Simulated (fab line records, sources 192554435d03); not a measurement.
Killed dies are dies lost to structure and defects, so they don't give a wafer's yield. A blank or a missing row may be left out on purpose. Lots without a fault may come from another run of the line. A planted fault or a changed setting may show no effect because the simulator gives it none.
Chamber matching | flow n5_finfet | N5_BEOL_M0_ETCH_128 on rie_diel-01: 4 sister chambers
The step etches SiCN in CF4/N2, target depth 12 nm, overetch 5.1 nm, time 21.4 s. 14 wafers are shown with their chamber, then 7 later ones without.

WAFERS WITH THEIR CHAMBER
wafer  | chamber | showerhead_plenum_p_Torr (Torr) | rf_vpp_V (V) | throttle_valve_pct (%)
L075.3 | 3       | 2.30                            | 384.7        | 15.59
L075.4 | 1       | 2.13                            | 380.8        | 15.72
L075.6 | 0       | 2.20                            | 381.3        | 15.68
L078.3 | 1       | 2.13                            | 380.3        | 15.74
L078.4 | 2       | 2.21                            | 382.4        | 15.48
L078.5 | 1       | 2.13                            | 381.3        | 15.73
L082.2 | 1       | 2.13                            | 381.4        | 15.75
L082.3 | 0       | 2.19                            | 382.0        | 15.74
L082.6 | 0       | 2.19                            | 381.4        | 15.71
L089.1 | 2       | 2.20                            | 382.4        | 15.52
L089.4 | 1       | 2.12                            | 379.4        | 15.78
L089.6 | 0       | 2.19                            | 381.8        | 15.76
L090.1 | 0       | 2.19                            | 382.0        | 15.76
L090.3 | 3       | 2.29                            | 385.4        | 15.66

SIGNATURES (means of the wafers above)
reading                  | chamber 0 | chamber 1 | chamber 2 | chamber 3 | scatter within a chamber
showerhead_plenum_p_Torr | 2.1920    | 2.1280    | 2.2050    | 2.2950    | 0.0051
rf_vpp_V                 | 381.700   | 380.640   | 382.400   | 385.050   | 0.581
throttle_valve_pct       | 15.7300   | 15.7440   | 15.5000   | 15.6250   | 0.0319
Rule: a wafer's distance from a chamber is the root of the sum, over the readings, of the square of ((its reading less the chamber's mean) divided by the reading's scatter). The wafer belongs to the nearest chamber; if the next one is less than 2 further off, it can't be placed. The scatter: the root of (the sum of the squares of (reading less its chamber's mean) over the shown wafers, divided by (wafers less chambers)).

WAFERS WITHOUT THEIR CHAMBER
wafer  | showerhead_plenum_p_Torr (Torr) | rf_vpp_V (V) | throttle_valve_pct (%)
L090.4 | 2.20                            | 382.3        | 15.53
L094.1 | 2.12                            | 379.9        | 15.80
L094.2 | 2.29                            | 383.4        | 15.68
L094.4 | 2.18                            | 381.4        | 15.76
L095.2 | 2.19                            | 382.3        | 15.56
L095.4 | 2.12                            | 380.7        | 15.82
L095.6 | 2.18                            | 382.9        | 15.79

WHICH CHAMBER EACH WENT THROUGH
wafer  | from the rows above     | in truth
L090.4 | 2                       | 2
L094.1 | 1                       | 1
L094.2 | 3                       | 3
L094.4 | 0                       | 0
L095.2 | can't be placed: 2 or 0 | 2
L095.4 | 1                       | 1
L095.6 | 0                       | 0
Placed correctly: 6 of 7. Can't be placed from these rows: 1 (the true chamber is among the candidates in 1). Placed wrongly: 0.
